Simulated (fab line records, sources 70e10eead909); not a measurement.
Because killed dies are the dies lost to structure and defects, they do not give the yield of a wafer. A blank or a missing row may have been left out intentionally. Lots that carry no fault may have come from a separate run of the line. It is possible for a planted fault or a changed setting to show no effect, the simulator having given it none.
fab line records    flow nand_harc
record lots=13  wafers=39  last_day=33
route steps=1302 shown P_M1@299 A_BONDPAD@1219 END@1302
lots untouched by any fault: they come from a run of this same line in which no faults occurred
start_h: start of the lot's first displayed wafer, in hours after the record's first day    wait_h: hours from the lot's prior step to this one    " unchanged from the row above    L1.1+2: several wafers, shown together as one row    - either no value or no given start    * or withheld: withheld    < > ~ a bound
route shown NAME@n: names a module that has steps shown in the file, with the first one's number in the route    usual: average and standard deviation across the fault-free wafers    same: alike in all rows    chamber/n: place in a boat    sites: readings site by site    _std_site: how widely they spread, as a standard deviation    _edge_site: the outer-site mean with the inner-site mean subtracted    radius_mm: for every site, how far away it sits from the centre of the wafer    mask NAME#n: copy n    behind: the most recent tool/chamber to have shaped the wafer    hold: why the lot was held/for how many hours/how that ended    device: names the non-switching transistor (n, p or np)    end of line: the tests these same wafers got at the end of their route    a step with no rows: only its recipe    killed: at the first sort, the dies lost to defects and structure; wafer yield is something else    map: a wafer's dies, marking killed ones x, the rest . and places with no die _
set.NAME: the run value of the setting; set.NAME@STEP: its run value at that earlier step    model.NAME: the simulator's own value behind a step, which no gauge read
a sample of lots followed through the steps of the route, with each step as a table and each wafer as a row
services: from which hour (start_h, from the record's first day; less than 0 if before it) a tool's chamber was out of use, for how many hours, and why
## steps
# step NHARC_P_M1_ETCH_35
# recipe target_depth_a=400  overetch_a=120  time_s=43.94  ion_energy_ev=200  n2_flow_sccm=150  h2_flow_sccm=150  ar_flow_sccm=0  rf_w=400  bias_w=150  chemistry=N2/H2
# usual drypump_motor_current_A=5.6/0.32  oes_product_au=1.001/0.0076  rf_vpp_V=430.6/2.8  showerhead_plenum_p_Torr=2.05/0.096  throttle_valve_pct=14.171/0.0097
# same time_s=43.94
lot.wafer  tool         chamber  start_h  wait_h  drypump_motor_current_A  oes_product_au  rf_hours_counter_h  rf_vpp_V  showerhead_plenum_p_Torr  throttle_valve_pct
L970.1     rie_diel-09  1        129.82   0.1     5.4                      1.005           10                  425.6     1.91                      14.177
L970.3     "            2        "        "       5.9                      1.002           13                  431.6     2.10                      14.157
L970.5     "            1        "        "       5.4                      1.000           -                   426.6     1.91                      14.176
L971.3     rie_diel-02  0        134.87   0.1     5.7                      1.005           4                   427.9     1.98                      14.162
L971.4     "            2        "        "       5.0                      1.008           5                   426.0     1.91                      14.170
L971.5     "            0        "        "       5.7                      1.008           -                   428.5     1.98                      14.161
L973.4     rie_diel-09  2        162.13   0.1     5.8                      1.010           1                   431.7     2.10                      14.181
L973.2     "            3        "        "       5.2                      1.010           1                   429.1     2.05                      14.182
L973.5     "            1        "        "       5.4                      1.013           -                   427.1     1.91                      14.181
L974.4     rie_diel-09  3        165.42   0.1     5.2                      1.004           1                   431.1     2.05                      14.172
L974.2     "            1        "        "       5.4                      0.997           1                   426.8     1.91                      14.171
L974.6     "            3        "        "       5.3                      1.003           -                   431.2     2.05                      14.174
L975.1     rie_diel-09  1        184.63   0.1     5.4                      1.007           3                   427.4     1.91                      14.154
L975.4     "            2        "        "       5.9                      1.007           2                   431.5     2.10                      14.162
L975.2     "            3        "        "       5.2                      1.002           3                   430.5     2.05                      14.157
L978.1     rie_diel-09  0        209.10   0.1     5.9                      1.002           5                   434.0     2.19                      14.169
L978.4     "            1        "        "       5.4                      1.010           4                   427.4     1.91                      14.147
L978.5     "            3        "        "       5.3                      0.999           -                   429.9     2.05                      14.172
L985.1     rie_diel-02  1        282.32   0.1     5.6                      0.992           4                   433.0     2.09                      14.191
L985.4     "            2        "        "       5.0                      1.015           3                   426.5     1.90                      14.176
L985.3     "            3        "        "       5.8                      1.000           4                   432.4     2.06                      14.170
L986.3     rie_diel-09  3        282.49   0.1     5.2                      1.001           11                  431.3     2.05                      14.157
L986.6     "            0        "        "       5.9                      0.996           -                   434.9     2.19                      14.160
L986.5     "            1        "        "       5.5                      0.992           -                   426.5     1.91                      14.150
L988.2     rie_diel-09  3        309.39   0.1     5.2                      0.998           13                  430.3     2.05                      14.170
L988.3     "            1        "        "       5.5                      1.003           12                  427.5     1.91                      14.188
L988.6     "            3        "        "       5.2                      1.002           -                   430.5     2.05                      14.154
L989.2     rie_diel-09  1        310.86   0.1     5.5                      1.007           12                  426.1     1.91                      14.166
L989.5     "            2        "        "       5.9                      0.990           -                   431.5     2.09                      14.152
L989.6     "            3        "        "       5.2                      1.006           -                   431.6     2.05                      14.183
L990.3     rie_diel-08  3        324.25   0.4     6.4                      0.984           37                  431.4     2.09                      14.184
L990.4     "            2        "        "       5.6                      1.000           35                  425.9     1.87                      14.169
L990.6     "            0        "        "       5.3                      0.996           -                   430.1     2.08                      14.170
L991.4     rie_diel-09  3        329.65   0.1     5.3                      0.993           0                   431.1     2.05                      14.184
L991.2     "            2        "        "       5.9                      0.990           0                   431.4     2.09                      14.175
L991.6     "            0        "        "       5.9                      0.999           -                   434.4     2.18                      14.166
L993.2     rie_diel-09  1        354.72   0.1     5.4                      1.001           2                   427.1     1.91                      14.173
L993.3     "            0        "        "       5.9                      1.002           1                   434.7     2.18                      14.173
L993.5     "            2        "        "       5.8                      0.996           -                   431.5     2.09                      14.178
# step NHARC_A_BONDPAD_ETCH_34
# recipe target_depth_a=600  overetch_a=180  time_s=65.91  ion_energy_ev=200  n2_flow_sccm=150  h2_flow_sccm=150  ar_flow_sccm=0  rf_w=400  bias_w=150  chemistry=N2/H2
# usual drypump_motor_current_A=5.6/0.58  oes_product_au=0.999/0.0071  rf_vpp_V=430.4/2.9  showerhead_plenum_p_Torr=2.04/0.099  throttle_valve_pct=14.171/0.0084
# same time_s=65.91
lot.wafer  tool         chamber  start_h  wait_h  drypump_motor_current_A  oes_product_au  rf_hours_counter_h  rf_vpp_V  showerhead_plenum_p_Torr  throttle_valve_pct
L970.3     rie_diel-04  2        527.63   0.1     6.5                      1.005           5                   434.3     2.19                      14.188
L970.1     "            3        "        "       5.6                      0.989           5                   430.0     2.02                      14.181
L970.5     "            2        "        "       6.5                      1.015           -                   435.5     2.19                      14.174
L971.3     rie_diel-13  1        547.47   0.1     5.3                      0.996           9                   433.6     2.16                      14.172
L971.4     "            2        "        "       5.2                      0.997           10                  428.4     1.98                      14.195
L971.5     "            0        "        "       6.4                      1.002           -                   428.7     1.96                      14.166
L973.4     rie_diel-03  1        549.87   0.1     5.4                      0.999           13                  433.6     2.13                      14.175
L973.2     "            3        "        "       5.9                      0.996           12                  428.6     1.96                      14.187
L973.5     "            1        "        "       5.4                      1.005           -                   433.8     2.13                      14.174
L974.2     rie_diel-13  1        562.97   0.1     5.3                      0.992           14                  433.9     2.15                      14.161
L974.4     "            3        "        "       5.3                      0.999           16                  428.7     1.94                      14.167
L974.6     "            1        "        "       5.3                      0.995           -                   433.6     2.15                      14.160
L975.1     rie_diel-04  2        597.66   0.1     6.5                      0.996           1                   433.4     2.19                      14.166
L975.4     "            3        "        "       5.6                      0.999           1                   431.4     2.02                      14.182
L975.2     "            0        "        "       4.9                      0.991           1                   432.3     2.10                      14.177
L978.1     rie_diel-13  2        626.33   0.1     5.2                      0.986           38                  428.0     1.97                      14.169
L978.4     "            3        "        "       5.2                      0.985           37                  427.6     1.93                      14.165
L978.5     "            1        "        "       5.3                      0.995           -                   434.4     2.15                      14.173
L985.1     rie_diel-04  0        678.15   0.1     4.9                      0.999           3                   432.1     2.10                      14.164
L985.3     "            2        "        "       6.5                      0.994           4                   434.9     2.19                      14.180
L985.4     "            3        "        "       5.6                      0.997           4                   428.9     2.02                      14.164
L986.3     rie_diel-04  2        680.67   0.1     6.5                      1.000           4                   434.7     2.19                      14.180
L986.6     "            3        "        "       5.6                      1.003           -                   430.7     2.02                      14.172
L986.5     "            0        "        "       4.9                      0.991           -                   431.8     2.10                      14.167
L989.2     rie_diel-04  2        703.62   0.1     6.5                      1.004           4                   435.8     2.19                      14.183
L989.6     "            0        "        "       4.9                      1.000           -                   431.3     2.10                      14.158
L989.5     "            1        "        "       5.0                      1.000           -                   428.1     1.92                      14.159
L988.3     rie_diel-03  3        711.29   0.1     5.9                      1.020           13                  429.2     1.95                      14.175
L988.2     "            1        "        "       5.4                      1.002           11                  433.4     2.12                      14.185
L988.6     "            2        "        "       6.2                      1.013           -                   431.7     2.04                      14.167
L990.3     rie_diel-04  0        731.87   0.1     4.9                      1.008           0                   432.6     2.10                      14.157
L990.4     "            3        "        "       5.6                      0.996           0                   429.7     2.02                      14.175
L990.6     "            1        "        "       5.1                      0.993           -                   425.8     1.92                      14.168
L991.2     rie_diel-03  3        745.71   0.1     5.9                      1.011           16                  427.8     1.95                      14.176
L991.4     "            0        "        "       5.3                      1.000           20                  434.8     2.21                      14.172
L991.6     "            3        "        "       5.9                      1.009           -                   428.3     1.95                      14.167
L993.2     rie_diel-04  1        752.72   0.1     5.1                      0.998           1                   427.8     1.92                      14.187
L993.3     "            2        "        "       6.5                      0.999           1                   435.4     2.19                      14.167
L993.5     "            1        "        "       5.1                      0.997           -                   426.0     1.92                      14.170
# step NHARC_A_BONDPAD_CD_MEAS_13
# usual cd_nm=499.2/1.3
lot.wafer  tool       chamber  start_h  wait_h  cd_nm
L970.1     cd_sem-03  -        527.89   -       497.4
L970.3     "          -        "        "       500.1
L970.5     "          -        "        "       497.7
L971.3     cd_sem-03  -        547.70   -       500.0
L971.4     "          -        "        "       498.2
L971.5     "          -        "        "       496.1
L973.2     cd_sem-01  -        550.10   -       500.0
L973.4     "          -        "        "       499.5
L973.5     "          -        "        "       499.9
L974.2     cd_sem-02  -        563.20   -       500.5
L974.4     "          -        "        "       499.7
L974.6     "          -        "        "       498.6
L975.1     cd_sem-01  -        597.88   -       497.9
L975.2     "          -        "        "       500.0
L975.4     "          -        "        "       500.0
L978.1     cd_sem-03  -        626.56   -       499.9
L978.4     "          -        "        "       497.4
L978.5     "          -        "        "       499.9
L985.1     cd_sem-01  -        678.38   -       498.1
L985.3     "          -        "        "       499.4
L985.4     "          -        "        "       498.9
L986.3     cd_sem-01  -        680.88   -       500.1
L986.5     "          -        "        "       501.7
L986.6     "          -        "        "       501.0
L989.2     cd_sem-01  -        703.84   -       500.2
L989.5     "          -        "        "       498.0
L989.6     "          -        "        "       499.2
L988.2     cd_sem-03  -        711.52   -       499.8
L988.3     "          -        "        "       500.9
L988.6     "          -        "        "       502.4
L990.3     cd_sem-01  -        732.11   -       500.8
L990.4     "          -        "        "       498.6
L990.6     "          -        "        "       497.6
L991.2     cd_sem-01  -        745.94   -       498.1
L991.4     "          -        "        "       496.8
L991.6     "          -        "        "       497.8
L993.2     cd_sem-01  -        752.95   -       497.9
L993.3     "          -        "        "       497.8
L993.5     "          -        "        "       498.0
# step NHARC_END_SORT_01
# recipe temp_c=25
# usual defect_limited_yield=91/3.4  killed_at_array=57/24  killed_at_other=0.7/0.94  killed_at_periphery=3.8/2.5  killed_dies=62/23  killed_open=3.1/1.8  killed_short=2.5/1.6
# same gross_dies=677
lot.wafer  tool       chamber  start_h  wait_h  defect_limited_yield[%]  killed_at_array  killed_at_other  killed_at_periphery  killed_dies  killed_open  killed_short
L985.1     prober-02  0        712.37   2.5     93                       42               0                5                    47           2            4
L985.3     prober-02  0        713.99   3.1     95                       33               1                1                    35           2            3
L985.4     prober-02  0        714.80   3.4     80                       31               1                106                  138          1            3
L993.2     prober-02  0        784.46   2.8     88                       75               2                1                    78           2            2
L993.3     prober-02  0        785.26   3.1     85                       98               2                3                    103          2            6
L993.5     prober-02  0        786.87   3.7     90                       68               1                1                    70           2            1
# killed by level:class
L985.1 A_CHANNEL_HOLE_D1:chamber_film_flake=15 A_SLIT:chamber_film_flake=9 A_CONTACT:chamber_film_flake=7 P_GATE:chamber_film_flake=4 A_CHANNEL_FILL_D1:geometric_particle:short=2 A_SGD_CUT:chamber_film_flake=2 A_ONON_D1:geometric_particle:short=1 A_CHANNEL_FILL_D1:geometric_particle:open=1
L985.3 A_CHANNEL_HOLE_D1:chamber_film_flake=10 A_CONTACT:chamber_film_flake=7 A_SLIT:chamber_film_flake=5 A_WL_FILL:chamber_film_flake=4 A_STAIRCASE:chamber_film_flake=2 A_ONON_D1:geometric_particle:short=1 A_CHANNEL_FILL_D1:geometric_particle:short=1 A_ONON_D2:geometric_particle:short=1
L985.4 P_M1:unspecified=92 A_CHANNEL_HOLE_D1:chamber_film_flake=11 A_CONTACT:chamber_film_flake=8 P_GATE:chamber_film_flake=7 P_ZERO_WELL:chamber_film_flake=5 A_STAIRCASE:chamber_film_flake=5 A_SLIT:chamber_film_flake=4 P_STI:geometric_particle:short=1
L993.2 A_SLIT:chamber_film_flake=31 A_CHANNEL_HOLE_D2:chamber_film_flake=21 A_CHANNEL_HOLE_D1:chamber_film_flake=7 A_M1:chamber_film_flake=4 A_STAIRCASE:chamber_film_flake=3 A_CONTACT:chamber_film_flake=3 A_CHANNEL_FILL_D1:geometric_particle:short=2 A_DECK1_JOINT:chamber_film_flake=2
L993.3 A_CHANNEL_HOLE_D2:chamber_film_flake=34 A_SLIT:chamber_film_flake=26 A_CHANNEL_HOLE_D1:chamber_film_flake=25 A_DECK1_JOINT:chamber_film_flake=2 A_CHANNEL_FILL_D2:chamber_film_flake=2 A_STAIRCASE:chamber_film_flake=2 P_STI:geometric_particle:short=1 P_CONTACT:geometric_particle:short=1
L993.5 A_SLIT:chamber_film_flake=30 A_CHANNEL_HOLE_D2:chamber_film_flake=20 A_CHANNEL_HOLE_D1:chamber_film_flake=6 A_CONTACT:chamber_film_flake=4 A_M1:chamber_film_flake=2 A_CHANNEL_FILL_D1:geometric_particle:open=1 A_SGD_CUT:geometric_particle:open=1 A_WL_FILL:geometric_particle:short=1
## services
tool         chamber  start_h  hours  kind
rie_diel-09  3        108.30   14.2   repair
rie_diel-09  -        143.18   9.0    pm
rie_diel-04  -        177.95   9.0    pm
rie_diel-09  1        190.10   4.6    repair
rie_diel-04  1        202.27   5.6    repair
rie_diel-04  0        202.63   6.6    repair
rie_diel-04  1        213.65   8.8    repair
rie_diel-04  1        262.72   10.7   repair
rie_diel-04  3        263.05   1.7    repair
rie_diel-09  1        268.14   5.7    repair
rie_diel-09  -        320.18   9.0    pm
rie_diel-04  -        354.95   9.0    pm
rie_diel-09  0        397.94   4.3    repair
rie_diel-09  -        431.86   0.5    repair
rie_diel-09  0        434.81   9.8    repair
rie_diel-09  -        497.18   9.0    pm
rie_diel-04  2        507.63   9.1    repair
rie_diel-04  1        513.80   6.0    repair
rie_diel-04  0        523.55   6.1    repair
rie_diel-04  -        531.95   9.0    pm
rie_diel-04  1        644.05   14.2   repair
rie_diel-09  0        648.35   3.2    repair
rie_diel-09  -        674.18   9.0    pm
rie_diel-09  1        690.52   30.6   repair
## key
first_sign step=NHARC_END_SORT_01  reading=killed_at_periphery  direction=up  sigmas=41  usual=3.8  struck=106
effect step=NHARC_END_SORT_01  reading=killed_dies  direction=up  sigmas=3.3  usual=62  struck=138
more_kills_born_at NHARC_P_M1_ETCH_35@rie_diel-02=91
met_at NHARC_P_M1_ETCH_35
struck_lots L985
struck_wafers L985.4
not_acting_at NHARC_A_BONDPAD_ETCH_34,NHARC_A_BONDPAD_CD_MEAS_13
onset_between 134.87 282.32
fault kind=chamber_particle_source  tool=rie_diel-02  chamber=2  onset_h=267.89  steps=NHARC_P_M1_ETCH_35  rate_per_visit_cm2=1.048  end_h=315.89
